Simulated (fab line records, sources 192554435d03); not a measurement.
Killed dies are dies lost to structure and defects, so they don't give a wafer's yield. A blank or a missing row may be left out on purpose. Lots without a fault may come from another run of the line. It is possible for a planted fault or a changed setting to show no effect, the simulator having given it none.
A lot that was struck, set against a sound lot    flow n5 finfet    27 steps out of a route of 1938
Sound: these wafers, L131.1, L131.4, L131.5. Struck: wafer L133.2 (L133.3, L133.6, from the same lot, were not struck and are left out); the cause is given at the end.
For every step that has rows: the tool of each side, followed by ch and its chambers, followed by its first start. Under that, the readings that differ: sound wafers    struck wafers    difference of the means    sigmas: that difference in standard deviations of wafers without a fault.
alike: readings with means less than 2 such deviations apart, plus words and numbers identical on both sides. not compared: withheld readings, readings lacking a value on some wafer, bounds such as >300 that could conceal the same value, and numbers that have no deviation in the record and whose values overlap.
The two part at a step that has a row with sigmas, a row that says differs or no value, or rows on one side only. Non-overlapping numbers with no deviation appear without sigmas and do not part them. Lack of a reading on every wafer of one side parts them only where that side has two or more wafers.

first, 9 steps without rows for these wafers: N5_BEOL_M5_COAT_05 (resist thk 30 nm); N5_BEOL_M5_EBR_07; N5_BEOL_M5_SOFTBAKE_06 (time 60 s); N5_BEOL_M5_EXPOSE_08 (exposes mask M5, target cd 28 nm); N5_BEOL_M5_PEB_09 (peb time 60 s); N5_BEOL_M5_DEVELOP_10 (develop time 30 s); N5_BEOL_M5_DESCUM_16 (chemistry O2, time 7 s); N5_BEOL_M5_ETCH_72 (etches underlayer in N2/H2, target depth 6.5 nm, time 5.2 s); N5_BEOL_M5_ETCH_61 (etches SiARC in CF4, target depth 15.6 nm, time 26 s).
N5_BEOL_M5_ETCH_62: etches SOC in N2/H2, target depth 75 nm, overetch 15 nm, time 112.5 s.
  sound on rie diel-02 ch 1,2,3, day 11 05:02; struck on rie diel-02 ch 3, day 11 22:04
  alike: drypump motor current A, oes product au, rf fwd power W, rf vpp V, showerhead plenum p Torr, throttle valve pct
  not compared: rf hours counter h
then, 14 steps without rows for these wafers: N5_BEOL_M5_STRIP_63 (strips in N2/H2); N5_BEOL_M5_STRIP_73 (strips in N2/H2); N5_BEOL_M5_STRIP_64 (strips in CF4); N5_BEOL_M5_HM_OPEN_17 (chemistry Cl2/BCl3, target TiN, target depth 20 nm, overetch 6 nm); N5_BEOL_M5_STRIP_19 (strips in O2); N5_BEOL_M5_COAT_65 (time 60 s, resist thk 60 nm); N5_BEOL_M5_COAT_66 (time 60 s, resist thk 12 nm); N5_BEOL_M5_COAT_74 (time 60 s, resist thk 5 nm); N5_BEOL_M5_COAT_22 (resist thk 30 nm); N5_BEOL_M5_EBR_24; N5_BEOL_M5_SOFTBAKE_23 (time 60 s); N5_BEOL_M5_EXPOSE_25 (exposes mask V4, defocus 10 nm); N5_BEOL_M5_PEB_26 (peb time 60 s); N5_BEOL_M5_DEVELOP_27 (develop time 30 s).
N5_BEOL_M5_INSPECT_30: inspects for defects (brightfield).
  sound: defect inspect-02 at day 11 05:54; struck: defect inspect-02 at day 11 22:53
reading           sound        struck  difference  sigmas
raw defect count  453 442 524  862     +389        +5
then, 1 step without rows for these wafers: N5_BEOL_M5_DESCUM_33 (chemistry O2, time 7 s).
-- record jumps: 4 days separate the struck wafers' starts on either side; left off in module BEOL_M5, taken up again in module PASSIVATION, whose first shown step is the route's number 1936 --
N5_PASSIVATION_PROBE_49:
  the record has rows for the struck wafers here (prober-02, day 16 10:05) and none for the sound ones

WHERE THEY PART
First at N5_BEOL_M5_INSPECT_30; last, within this record, at N5_PASSIVATION_PROBE_49.

WHY: the cause the simulator had injected
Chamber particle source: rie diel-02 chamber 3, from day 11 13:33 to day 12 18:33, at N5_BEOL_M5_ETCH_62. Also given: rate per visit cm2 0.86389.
